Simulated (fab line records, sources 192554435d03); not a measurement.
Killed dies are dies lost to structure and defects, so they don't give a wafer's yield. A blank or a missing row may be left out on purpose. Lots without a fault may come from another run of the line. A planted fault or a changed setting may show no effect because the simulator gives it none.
fab line records | flow n5_finfet | part 1 of 2: steps 1 to 4 of 6
record lots=21 wafers=63 last_day=18
route steps=1938 shown MOL_CONTACT_COAG@607 BEOL_M0_SAQP@638
lots that met no fault: from a run of the same line without faults
start_h: hours from the record's first day to the start of the lot's first wafer shown | wait_h: hours since the lot's step before | " the same as in the row above | L1.1+2: a row that stands for several wafers | - no value, or no start given | * or withheld: withheld | < > ~ a bound
route shown NAME@n: a module of which the file shows steps, and the number in the route of the first | usual: mean/standard deviation of fault-free wafers | same: alike in all rows | chamber/n: place in a boat | sites: the reading at each site | _std_site: their standard deviation | _edge_site: outer sites' mean less inner sites' | radius_mm: how far each site lies from the wafer's centre | mask NAME#n: copy n | behind: the tool/chamber that last shaped the wafer | hold: why the lot was held/for how many hours/how that ended | device: the transistor (n, p or np) that didn't switch | end of line: the same wafers' tests at the end of the route | a step without rows: its recipe alone | killed: dies lost to structure and defects at the first sort, not the wafer's yield | map: a wafer's dies, x killed, . not, _ none there
set.NAME: the setting as run; set.NAME@STEP: as run at that earlier step | model.NAME: the simulator's own value behind a step, which no gauge read
steps of the route over a sample of lots; a table a step, a row a wafer
services: from which hour (start_h, from the record's first day; less than 0 if before it) a tool's chamber was out of use, for how many hours, and why
## steps
# step N5_MOL_CONTACT_COAG_ETCH_66
# recipe chemistry=CF4 target=SiARC target_depth_a=130 mask_material=CAR-EUV time_s=21.7 ion_energy_ev=80 pressure_mtorr=40 source_w=545 bias_w=36 Ar_flow_sccm=100 cf4_flow_sccm=100 ends=cleared
# usual drypump_motor_current_A=5.8/0.48 etch_rf_on_time_s=21.60/0.29 oes_product_au=0.67/0.067 rf_vpp_V=184.2/1.3 showerhead_plenum_p_Torr=2.16/0.078 throttle_valve_pct=15.62/0.23
# columns lot.wafer tool chamber start_h wait_h drypump_motor_current_A etch_rf_on_time_s oes_product_au rf_hours_counter_h rf_vpp_V showerhead_plenum_p_Torr throttle_valve_pct
L074.2 rie_diel-01 3 99.31 0.0 6.2 21.44 0.68 101 186.3 2.24 15.56
L074.3 " 0 " " 5.6 21.99 0.65 146 182.4 2.06 15.80
L074.4 " 1 " " 5.6 21.31 0.78 21 185.3 2.27 15.32
L075.1 rie_diel-06 3 111.84 0.0 6.4 21.89 0.67 110 183.6 2.16 15.83
L075.2 " 2 " " 5.5 21.28 0.64 153 184.4 2.22 15.92
L075.5 " 1 " " 5.0 22.18 0.57 - 183.1 2.11 15.85
L076.2 rie_diel-06 2 115.37 0.0 5.4 21.00 0.66 154 184.6 2.22 15.94
L076.4 " 3 " " 6.4 21.76 0.67 - 183.1 2.16 15.82
L076.5 " 2 " " 5.4 21.26 0.65 - 184.2 2.22 15.92
L077.3 rie_diel-01 2 120.71 0.0 5.0 21.60 0.61 216 185.1 2.20 15.97
L077.5 " 2 " " 5.0 21.58 0.62 - 184.9 2.20 15.99
L077.6 " 3 " " 6.2 21.50 0.68 - 184.8 2.24 15.58
L078.1 rie_diel-02 0 126.30 0.0 5.5 22.02 0.59 235 182.4 2.03 15.64
L078.4 " 1 " " 6.5 21.65 0.60 202 185.0 2.20 15.69
L078.5 " 1 " " 6.5 21.40 0.62 - 184.5 2.20 15.68
L079.1 rie_diel-02 2 128.16 0.0 6.1 21.51 0.69 90 184.1 2.25 15.42
L079.3 " 3 " " 5.9 21.66 0.66 118 182.3 2.07 15.42
L079.5 " 0 " " 5.5 21.70 0.59 - 182.4 2.03 15.61
L080.2 rie_diel-02 2 140.42 0.0 6.2 21.33 0.69 95 184.6 2.25 15.44
L080.5 " 3 " " 5.9 21.59 0.65 - 182.3 2.07 15.44
L080.6 " 0 " " 5.5 21.61 0.59 - 182.8 2.03 15.65
L081.1 rie_diel-02 2 143.79 0.0 6.1 21.27 0.69 96 185.7 2.25 15.42
L081.2 " 1 " " 6.5 21.19 0.62 208 186.2 2.20 15.69
L081.3 " 0 " " 5.5 21.75 0.59 241 184.1 2.03 15.64
L082.1 rie_diel-01 1 151.91 0.0 5.6 21.78 0.74 42 185.8 2.26 15.37
L082.3 " 2 " " 5.1 21.83 0.60 228 184.0 2.20 15.99
L082.5 " 2 " " 5.0 21.86 0.60 - 185.1 2.20 15.99
L084.1 rie_diel-06 3 158.67 0.0 6.4 21.83 0.66 126 182.7 2.15 15.85
L084.3 " 2 " " 5.4 21.32 0.64 169 185.3 2.22 15.95
L084.6 " 1 " " 5.0 21.72 0.79 - 183.3 2.10 15.36
L083.2 rie_diel-02 3 161.97 0.0 5.9 21.78 0.65 131 182.4 2.07 15.45
L083.5 " 0 " " 5.5 21.83 0.58 - 181.8 2.02 15.67
L083.6 " 1 " " 6.5 21.54 0.60 - 184.9 2.20 15.71
L086.3 rie_diel-06 0 172.73 0.0 5.8 21.61 0.78 21 183.9 2.10 15.34
L086.4 " 1 " " 5.0 21.66 0.78 15 182.9 2.10 15.37
L086.5 " 2 " " 5.5 21.40 0.64 - 185.4 2.22 15.97
L087.1 rie_diel-02 1 176.23 0.0 6.5 21.64 0.60 222 184.5 2.19 15.71
L087.4 " 3 " " 5.9 21.67 0.64 - 183.2 2.06 15.49
L087.5 " 2 " " 6.1 21.38 0.67 - 185.4 2.24 15.45
L089.1 rie_diel-01 3 193.18 0.0 6.2 21.81 0.65 135 185.0 2.23 15.63
L089.2 " 1 " " 5.6 21.76 0.72 59 186.3 2.26 15.40
L089.4 " 0 " " 5.6 22.16 0.62 - 184.0 2.05 15.87
L091.3 rie_diel-02 1 201.77 0.0 6.5 21.39 0.60 229 185.4 2.19 15.72
L091.4 " 1 " " 6.5 21.47 0.60 - 184.7 2.19 15.73
L091.6 " 0 " " 5.5 21.19 0.82 - 184.9 2.27 15.20
L092.4 rie_diel-06 0 212.03 0.0 5.7 21.20 0.77 33 182.8 2.09 15.37
L092.5 " 1 " " 5.0 21.76 0.76 - 183.0 2.10 15.39
L092.6 " 2 " " 5.4 21.19 0.64 - 186.0 2.21 15.98
L093.1 rie_diel-02 3 213.45 0.0 5.9 21.56 0.63 148 182.7 2.06 15.47
L093.4 " 0 " " 5.5 21.15 0.80 11 186.3 2.27 15.20
L093.6 " 1 " " 6.5 21.30 0.60 - 185.4 2.19 15.74
L094.1 rie_diel-06 2 220.53 0.0 5.4 21.28 0.62 188 185.8 2.21 15.98
L094.2 " 3 " " 6.4 21.60 0.64 146 183.9 2.14 15.88
L094.3 " 0 " " 5.8 21.37 0.76 36 183.1 2.09 15.36
L095.1 rie_diel-01 3 228.18 0.0 6.2 21.84 0.63 149 185.4 2.23 15.65
L095.2 " 1 " " 5.6 22.00 0.70 72 186.7 2.25 15.43
L095.3 " 0 " " 5.6 22.33 0.61 199 183.4 2.05 15.89
L096.1 rie_diel-01 1 231.78 0.0 5.6 21.89 0.69 74 185.7 2.25 15.43
L096.3 " 0 " " 5.7 22.06 0.62 200 183.6 2.05 15.89
L096.4 " 1 " " 5.6 22.07 0.70 - 185.0 2.25 15.44
L097.1 rie_diel-06 2 237.89 0.0 5.4 21.48 0.62 193 183.8 2.21 16.01
L097.3 " 1 " " 5.0 21.92 0.74 35 183.2 2.10 15.40
L097.6 " 0 " " 5.7 21.46 0.75 - 183.9 2.09 15.38
# step N5_MOL_CONTACT_COAG_STRIP_72
# recipe chemistry=N2/H2 power_w=450 temp_c=40 pressure_mtorr=20 rf_frequency_hz=6e+07 overash_fraction=3 bias_power_w=7 h2_frac=0.5 n2_flow_sccm=200 h2_flow_sccm=200
# usual drypump_motor_current_A=5.7/0.46 oes_product_au=0.78/0.074 power_w=450.2/1.4 rf_vpp_V=59.0/2 showerhead_plenum_p_Torr=2.57/0.099 throttle_valve_pct=23.7/0.3
# columns lot.wafer tool chamber start_h wait_h drypump_motor_current_A oes_product_au power_w rf_hours_counter_h rf_vpp_V showerhead_plenum_p_Torr throttle_valve_pct
L074.2 rie_diel-06 1 99.87 0.0 5.0 0.67 451.4 249 56.9 2.48 23.6
L074.3 " 2 " " 5.4 0.77 450.3 148 61.5 2.64 24.0
L074.4 " 1 " " 5.0 0.68 450.9 - 58.5 2.48 23.6
L075.1 rie_diel-01 1 113.11 0.0 5.6 0.89 450.9 26 61.7 2.70 23.3
L075.2 " 2 " " 5.0 0.72 447.9 213 62.1 2.62 24.0
L075.5 " 0 " " 5.6 0.77 448.7 - 61.7 2.43 23.8
L076.2 rie_diel-01 1 115.92 0.0 5.6 0.88 451.6 27 60.8 2.70 23.4
L076.4 " 2 " " 5.1 0.71 449.6 214 57.6 2.62 24.0
L076.5 " 1 " " 5.6 0.91 449.0 - 57.3 2.70 23.3
L077.3 rie_diel-06 0 121.25 0.0 5.7 0.98 449.7 4 58.5 2.50 23.5
L077.5 " 3 " " 6.4 0.78 450.9 - 59.0 2.56 24.2
L077.6 " 2 " " 5.4 0.75 452.7 - 62.2 2.64 24.0
L078.1 rie_diel-02 2 126.83 0.0 6.1 0.82 451.6 90 58.0 2.67 23.5
L078.4 " 1 " " 6.5 0.73 450.3 202 59.6 2.63 23.8
L078.5 " 2 " " 6.1 0.80 449.9 - 56.2 2.67 23.5
L079.1 rie_diel-01 0 128.75 0.0 5.6 0.75 452.1 157 58.5 2.43 23.8
L079.3 " 2 " " 5.0 0.71 450.7 218 57.2 2.62 24.0
L079.5 " 1 " " 5.6 0.89 450.4 - 55.1 2.70 23.4
L080.2 rie_diel-02 3 141.11 0.0 5.9 0.76 450.4 122 57.0 2.44 23.4
L080.5 " 0 " " 5.5 0.68 449.9 - 58.1 2.40 23.7
L080.6 " 3 " " 5.9 0.76 449.7 - 57.6 2.45 23.3
L081.1 rie_diel-01 1 144.41 0.0 5.6 0.86 452.2 39 59.0 2.70 23.4
L081.2 " 2 " " 5.1 0.69 447.7 225 60.4 2.61 24.0
L081.3 " 0 " " 5.7 0.75 450.5 164 57.1 2.43 23.9
L082.1 rie_diel-01 1 152.45 0.0 5.6 0.86 454.3 42 53.6 2.69 23.4
L082.3 " 3 " " 6.2 0.76 451.7 118 60.8 2.66 23.7
L082.5 " 2 " " 5.0 0.72 449.7 - 59.9 2.61 24.0
L084.1 rie_diel-01 1 159.27 0.0 5.6 0.86 450.5 45 56.6 2.69 23.4
L084.3 " 2 " " 5.0 0.69 451.2 231 55.7 2.61 24.0
L084.6 " 0 " " 5.7 0.75 450.1 - 60.2 2.42 23.9
L083.2 rie_diel-01 1 162.51 0.0 5.6 0.86 449.2 46 63.5 2.69 23.4
L083.5 " 0 " " 5.6 0.75 451.4 - 60.9 2.42 23.8
L083.6 " 3 " " 6.2 0.78 448.7 - 59.0 2.66 23.7
L086.3 rie_diel-02 3 173.34 0.0 5.9 0.74 451.8 136 61.1 2.44 23.3
L086.4 " 2 " " 6.1 0.78 450.3 - 59.3 2.66 23.5
L086.5 " 3 " " 5.9 0.74 450.4 - 63.4 2.44 23.3
L087.1 rie_diel-02 1 176.76 0.0 6.5 0.70 451.0 222 60.5 2.62 23.8
L087.4 " 1 " " 6.5 0.69 448.7 - 60.4 2.62 23.8
L087.5 " 3 " " 5.9 0.75 450.5 - 55.5 2.44 23.4
L089.1 rie_diel-02 2 193.76 0.0 6.1 0.77 450.2 117 59.9 2.66 23.5
L089.2 " 0 " " 5.5 0.98 450.4 3 58.9 2.71 23.4
L089.4 " 1 " " 6.5 0.70 450.7 229 59.7 2.62 23.8
L091.3 rie_diel-06 3 202.31 0.0 6.4 0.76 451.1 140 61.4 2.55 24.3
L091.4 " 2 " " 5.4 0.74 450.2 182 58.3 2.63 24.0
L091.6 " 0 " " 5.8 0.91 451.5 - 59.7 2.48 23.5
L092.4 rie_diel-01 1 212.90 0.0 5.6 0.84 448.0 68 59.1 2.68 23.4
L092.5 " 2 " " 5.0 0.68 449.0 - 59.5 2.61 24.0
L092.6 " 1 " " 5.6 0.84 449.5 - 57.6 2.68 23.4
L093.1 rie_diel-06 0 213.99 0.0 5.7 0.90 448.4 33 62.2 2.48 23.5
L093.4 " 1 " " 5.0 0.89 448.4 27 59.4 2.47 23.3
L093.6 " 2 " " 5.4 0.74 451.2 - 60.2 2.63 24.1
L094.1 rie_diel-06 0 221.07 0.0 5.7 0.90 448.5 36 60.0 2.48 23.5
L094.2 " 3 " " 6.4 0.77 451.1 146 55.6 2.55 24.3
L094.3 " 1 " " 5.0 0.90 448.4 30 61.7 2.47 23.3
L095.1 rie_diel-01 3 229.28 0.0 6.2 0.76 450.6 149 61.7 2.65 23.7
L095.2 " 0 " " 5.6 0.72 449.4 199 55.4 2.41 23.9
L095.3 " 1 " " 5.6 0.82 449.8 73 56.5 2.68 23.4
L096.1 rie_diel-06 2 232.32 0.0 5.5 0.73 451.4 192 58.1 2.62 24.1
L096.3 " 3 " " 6.4 0.75 449.7 150 60.6 2.55 24.3
L096.4 " 1 " " 5.0 0.88 451.1 33 62.8 2.47 23.3
L097.1 rie_diel-01 0 238.43 0.0 5.6 0.71 450.8 204 57.7 2.41 23.9
L097.3 " 3 " " 6.2 0.76 451.4 154 56.8 2.64 23.7
L097.6 " 3 " " 6.3 0.76 450.7 - 56.9 2.64 23.7
# step N5_BEOL_M0_SAQP_PECVD_04
# recipe material=a-Si target_thk_a=600 temp_c=350 precursor=SiH4/He pressure_torr=3 rf_w=100 time_s=60.2
# usual heater_power_w=597/60 showerhead_plenum_p_Torr=5.65/0.061 susceptor_temp_C=350.03/0.2 throttle_valve_pct=18.0/0.77
# columns lot.wafer tool chamber start_h wait_h heater_power_w showerhead_plenum_p_Torr susceptor_temp_C throttle_valve_pct
L074.2 pecvd-04 0 106.58 0.0 579 5.63 350.16 17.6
L074.3 " 2 " " 780 5.65 350.20 17.0
L074.4 " 1 " " 709 5.63 349.84 16.9
L075.1 pecvd-01 1 118.14 0.0 528 5.77 350.27 18.7
L075.2 " 0 " " 664 5.64 350.65 18.2
L075.5 " 0 " " 644 5.64 350.13 18.5
L076.2 pecvd-01 0 121.90 0.0 582 5.63 349.94 18.2
L076.4 " 0 " " 594 5.64 349.83 18.3
L076.5 " 2 " " 553 5.60 350.34 17.0
L077.3 pecvd-01 0 127.36 0.0 575 5.63 350.06 18.2
L077.5 " 0 " " 571 5.64 350.07 18.4
L077.6 " 2 " " 582 5.58 350.12 17.1
L078.1 pecvd-02 0 132.72 0.0 605 5.59 349.90 18.0
L078.4 " 1 " " 608 5.73 349.78 19.3
L078.5 " 0 " " 627 5.61 349.97 18.2
L079.1 pecvd-01 0 134.80 0.0 573 5.64 350.24 18.4
L079.3 " 1 " " 584 5.76 349.83 18.6
L079.5 " 2 " " 533 5.59 349.85 17.3
L080.2 pecvd-01 0 146.70 0.0 547 5.65 350.50 17.9
L080.5 " 2 " " 571 5.59 349.95 16.8
L080.6 " 0 " " 585 5.64 349.95 18.1
L081.1 pecvd-04 1 150.08 0.0 656 5.63 350.28 17.0
L081.2 " 2 " " 752 5.65 350.05 16.8
L081.3 " 0 " " 583 5.61 349.90 17.4
L082.1 pecvd-02 0 157.45 0.0 637 5.60 349.88 18.1
L082.3 " 1 " " 573 5.74 349.88 19.3
L082.5 " 2 " " 568 5.61 349.95 18.6
L084.1 pecvd-02 0 166.35 0.0 652 5.59 349.85 18.3
L084.3 " 2 " " 592 5.60 350.49 18.6
L084.6 " 1 " " 604 5.73 350.04 19.4
L083.2 pecvd-04 0 168.09 0.0 572 5.63 349.90 17.7
L083.5 " 1 " " 695 5.64 349.85 16.8
L083.6 " 0 " " 545 5.63 350.14 17.6
L086.3 pecvd-01 1 179.37 0.0 570 5.77 349.95 18.3
L086.4 " 0 " " 629 5.64 350.05 18.2
L086.5 " 2 " " 531 5.59 349.85 17.4
L087.1 pecvd-01 0 183.17 0.0 608 5.65 350.21 18.3
L087.4 " 1 " " 571 5.77 349.97 17.9
L087.5 " 0 " " 610 5.63 350.11 18.3
L089.1 pecvd-01 0 198.77 0.0 631 5.64 350.14 18.3
L089.2 " 2 " " 567 5.58 349.91 17.4
L089.4 " 1 " " 534 5.76 350.06 18.4
L091.3 pecvd-02 0 207.58 0.1 666 5.57 350.19 18.7
L091.4 " 1 " " 565 5.73 350.07 19.3
L091.6 " 1 " " 583 5.73 350.36 19.5
L092.4 pecvd-01 2 218.95 0.0 520 5.59 349.99 17.4
L092.5 " 1 " " 583 5.76 349.99 18.3
L092.6 " 0 " " 587 5.64 350.04 18.2
L093.1 pecvd-02 1 223.11 0.1 578 5.74 350.05 19.3
L093.4 " 1 " " 584 5.73 350.14 19.3
L093.6 " 1 " " 617 5.73 350.31 18.9
L094.1 pecvd-04 0 226.64 0.0 523 5.63 349.74 17.7
L094.2 " 2 " " 700 5.65 350.15 16.9
L094.3 " 1 " " 725 5.64 350.07 17.2
L095.1 pecvd-04 0 234.78 0.0 578 5.63 349.97 17.7
L095.2 " 2 " " 712 5.62 349.81 17.1
L095.3 " 1 " " 710 5.65 350.26 17.2
L096.1 pecvd-01 0 238.30 0.0 655 5.64 349.63 18.2
L096.3 " 1 " " 539 5.75 349.99 18.6
L096.4 " 2 " " 505 5.61 349.91 17.1
L097.1 pecvd-04 1 243.70 0.0 636 5.63 349.98 16.9
L097.3 " 0 " " 549 5.64 349.79 17.7
L097.6 " 0 " " 569 5.62 349.83 17.5
# step N5_BEOL_M0_SAQP_HM_DEP_111
# recipe material=SiO2 target_thk_a=120 temp_c=400 precursor=SiH4/N2O pressure_torr=0.75 rf_w=275 time_s=7.2
# usual heater_power_w=749/87 showerhead_plenum_p_Torr=8.10/0.17 susceptor_temp_C=400.01/0.23
# columns lot.wafer tool chamber start_h wait_h heater_power_w showerhead_plenum_p_Torr susceptor_temp_C
L074.2 pecvd-02 1 106.71 0.0 758 8.34 400.26
L074.3 " 2 " " 745 7.98 400.01
L074.4 " 2 " " 722 7.97 399.81
L075.1 pecvd-02 0 118.27 0.0 765 7.95 400.00
L075.2 " 1 " " 665 8.33 399.89
L075.5 " 1 " " 660 8.34 399.67
L076.2 pecvd-02 0 122.06 0.0 861 7.92 400.30
L076.4 " 1 " " 774 8.32 400.27
L076.5 " 2 " " 760 7.97 400.21
L077.3 pecvd-02 2 127.49 0.0 636 7.98 400.13
L077.5 " 0 " " 833 7.94 399.83
L077.6 " 1 " " 700 8.31 400.40
L078.1 pecvd-01 2 132.89 0.0 717 7.96 400.05
L078.4 " 1 " " 683 8.41 400.39
L078.5 " 0 " " 781 8.07 399.39
L079.1 pecvd-04 0 134.93 0.0 641 8.04 399.66
L079.3 " 2 " " 984 8.05 400.17
L079.5 " 2 " " 977 8.06 400.10
L080.2 pecvd-04 0 146.86 0.0 596 8.02 399.99
L080.5 " 0 " " 595 8.04 400.08
L080.6 " 2 " " 958 8.09 399.96
L081.1 pecvd-01 0 150.22 0.0 804 8.07 399.89
L081.2 " 2 " " 601 7.93 399.87
L081.3 " 1 " " 713 8.42 400.14
L082.1 pecvd-01 0 157.58 0.0 767 8.07 399.93
L082.3 " 1 " " 672 8.42 400.11
L082.5 " 0 " " 758 8.09 399.80
L084.1 pecvd-01 1 166.48 0.0 702 8.42 399.92
L084.3 " 2 " " 660 7.95 400.06
L084.6 " 0 " " 761 8.04 399.98
L083.2 pecvd-02 2 168.22 0.0 712 7.99 399.81
L083.5 " 0 " " 747 7.93 400.11
L083.6 " 1 " " 627 8.34 399.87
L086.3 pecvd-04 1 179.50 0.0 882 8.06 400.03
L086.4 " 0 " " 696 8.04 400.23
L086.5 " 2 " " 973 8.06 400.09
L087.1 pecvd-02 0 183.30 0.0 848 7.95 399.88
L087.4 " 2 " " 732 7.98 399.81
L087.5 " 0 " " 869 7.94 400.03
L089.1 pecvd-02 1 198.90 0.0 730 8.33 400.23
L089.2 " 0 " " 843 7.92 400.25
L089.4 " 0 " " 849 7.95 400.22
L091.3 pecvd-02 0 207.75 0.1 783 7.95 400.07
L091.4 " 1 " " 743 8.34 399.70
L091.6 " 0 " " 777 7.96 400.08
L092.4 pecvd-02 0 219.07 0.1 825 7.93 399.91
L092.5 " 1 " " 703 8.31 399.83
L092.6 " 0 " " 822 7.93 399.93
L093.1 pecvd-01 0 223.36 0.0 790 8.07 400.28
L093.4 " 2 " " 620 7.98 400.12
L093.6 " 0 " " 802 8.07 400.58
L094.1 pecvd-01 1 226.77 0.0 637 8.40 400.06
L094.2 " 2 " " 698 7.95 399.82
L094.3 " 0 " " 835 8.07 399.98
L095.1 pecvd-02 2 234.91 0.0 646 7.96 400.14
L095.2 " 0 " " 871 7.94 399.57
L095.3 " 1 " " 746 8.31 400.05
L096.1 pecvd-04 2 238.43 0.0 901 8.07 400.09
L096.3 " 1 " " 873 8.05 399.96
L096.4 " 1 " " 892 8.06 400.05
L097.1 pecvd-02 2 243.87 0.0 701 7.97 399.93
L097.3 " 0 " " 775 7.94 400.55
L097.6 " 1 " " 751 8.32 399.92
